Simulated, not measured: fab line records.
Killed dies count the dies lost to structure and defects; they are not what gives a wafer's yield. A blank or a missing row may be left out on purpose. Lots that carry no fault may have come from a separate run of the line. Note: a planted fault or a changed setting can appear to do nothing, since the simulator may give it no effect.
Comparing a struck lot with a sound one -- flow nandHarc -- 35 out of 1159 route steps
Sound: wafers L547.2, L547.3, L547.6. Struck: wafer L561.1. (L561.3, L561.6 of the same lot were not struck and are left out.) The cause comes at the end.
Each step with rows lists, per side, the tool, then ch with its chambers, then its first start. Under that, the readings that differ: sound wafers -- struck wafers -- difference of the means -- sigmas: that difference in standard deviations of wafers without a fault.
alike: a reading whose means differ by less than 2 such deviations, as well as words and numbers matching on both sides. not compared: withheld readings; readings where some wafer has no value; bounds like >300 that might hide an equal value; numbers whose values overlap and for which the record gives no deviation.
The two part at a step that has a row with sigmas, a row that says differs or no value, or rows on one side only. Numbers that have no deviation but don't overlap get no sigmas and don't part them. Lack of a reading on every wafer of one side parts them only where that side has two or more wafers.

NHARC_A_SLIT_CD_MEAS_21:
  sound: cdSem-01 at day 14 22:45; struck: cdSem-03 at day 18 10:01
reading,sound,struck,difference,sigmas
cdNm (nm),290.0 289.4 290.5,292.2,+2.2,+2
then, 3 steps without rows for these wafers: NHARC_A_SIN_REMOVE_WET_00 (chemistry H3PO4, time 15300 s); NHARC_A_SIN_REMOVE_PRECLEAN_01 (cleans in SC1); NHARC_A_SIN_REMOVE_SRD_02.
NHARC_A_SIN_REMOVE_INSPECT_04:
  sound: defectInspect-02 at day 15 04:53; struck: defectInspect-02 at day 18 16:05
  alike: rawDefectCount
NHARC_A_WL_FILL_ALD_00: deposits Al2O3, target thk 3 nm, pulse time 3 s, ald cycles 30.
  sound on aldHk-01 ch 1,3, day 15 04:59; struck on aldHk-02 ch 0, day 18 16:09
  alike: heaterPowerW, precursorPulseHeightRel
then, 1 step without rows for these wafers: NHARC_A_WL_FILL_RTA_01 (time 5 s).
NHARC_A_WL_FILL_ALD_02: deposits TiN, target thk 2 nm, pulse time 3 s, ald cycles 100.
  sound on aldMetal-01 ch 1,2,3, day 15 05:31; struck on aldMetal-03 ch 1, day 18 16:40
reading,sound,struck,difference,sigmas
heaterPowerW (W),1037 978 962,1236,+244,+2
  alike: precursorPulseHeightRel
then, 1 step without rows for these wafers: NHARC_A_WL_FILL_CVD_03 (deposits W, target thk 40 nm, time 3302 s).
NHARC_A_WL_FILL_ETCHBACK_04: etches the open film in NF3, target depth 60 nm, time 120 s.
  sound on rieMetal-01 ch 0,1, day 15 11:43; struck on rieMetal-01 ch 1, day 18 20:24
  alike: drypumpMotorCurrentA, oesProductAu
  not compared: rfHoursCounterH
NHARC_A_WL_FILL_ETCHBACK_05: etches the open film in Cl2/BCl3, target depth 22 nm, time 60 s.
  sound on rieMetal-01 ch 0,1, day 15 11:56; struck on rieMetal-01 ch 0, day 18 20:38
  alike: drypumpMotorCurrentA, oesProductAu
  not compared: rfHoursCounterH
then, 6 steps without rows for these wafers: NHARC_A_WL_FILL_STRIP_27 (strips in N2/H2, time 20 s); NHARC_A_WL_FILL_STRIP_28 (strips in post etch residue remover, time 1200 s); NHARC_A_WL_FILL_PRECLEAN_06 (cleans in DIW, time 300 s); NHARC_A_WL_FILL_SRD_07; NHARC_A_WL_FILL_ANNEAL_08 (time 1800 s); NHARC_A_WL_FILL_ALD_10 (deposits SiO2, target thk 50 nm, pulse time 10 s, ald cycles 500).
NHARC_A_WL_FILL_ETCHBACK_16: etches the open film in C4F8/O2/Ar, target depth 88 nm, time 17.6 s.
  sound: rieDiel-06 ch 0,1,2; struck: rieDiel-02 ch 2
  alike: oesProductAu, rfVppV
  not compared: rfHoursCounterH
NHARC_A_WL_FILL_STRIP_29: strips in O2, time 20 s.
  sound on rieDiel-06 ch 0,1,2, day 15 20:42; struck on rieDiel-02 ch 2, day 19 07:19
reading,sound,struck,difference,sigmas
drypumpMotorCurrentA (A),5.0 5.0 6.1,6.4,+1.0,+2
  alike: oesProductAu, rfVppV, showerheadPlenumPTorr, throttleValvePct
  not compared: rfHoursCounterH
then, 15 steps without rows for these wafers: NHARC_A_WL_FILL_ETCHBACK_17 (etches the open film in Cl2/BCl3, target depth 4 nm, time 26.7 s); NHARC_A_WL_FILL_PRECLEAN_18 (cleans in dHF, time 30 s); NHARC_A_WL_FILL_SRD_21; NHARC_A_WL_FILL_CVD_23 (deposits poly-Si, target thk 40 nm, time 800 s); NHARC_A_WL_FILL_ETCHBACK_26 (etches the open film in HBr, target depth 52 nm, time 13.3 s); NHARC_A_WL_FILL_PRECLEAN_30 (cleans in dHF, time 10 s); NHARC_A_WL_FILL_SRD_14; NHARC_A_WL_FILL_ALD_19 (deposits TiN, target thk 2 nm, pulse time 3 s, ald cycles 100); NHARC_A_WL_FILL_CVD_20 (deposits W, target thk 75 nm, time 5064 s); NHARC_A_WL_FILL_CMP_12 (polishes, t overpolish 30 s, target thk 75 nm); NHARC_A_WL_FILL_SRD_31; NHARC_A_CONTACT_DEP_24 (deposits SiO2, target thk 500 nm); NHARC_A_CONTACT_DEP_28 (deposits aC, target thk 3600 nm); NHARC_A_CONTACT_DEP_29 (deposits SiON, target thk 70 nm); NHARC_A_CONTACT_DEHYDRATE_32 (time 120 s).
-- record jumps: 4 days between struck wafers' starts before vs after; left off in module A_CONTACT, resumes in module END, first step shown is number 1159 of the route --
NHARC_END_SORT_01:
  only the struck wafers appear in the record here, on prober-01 ch 0 at day 23 13:28; the sound ones have no rows

== WHERE THEY PART ==
First at NHARC_A_SLIT_CD_MEAS_21; last, within this record, at NHARC_END_SORT_01.

WHY: what the simulator had put in
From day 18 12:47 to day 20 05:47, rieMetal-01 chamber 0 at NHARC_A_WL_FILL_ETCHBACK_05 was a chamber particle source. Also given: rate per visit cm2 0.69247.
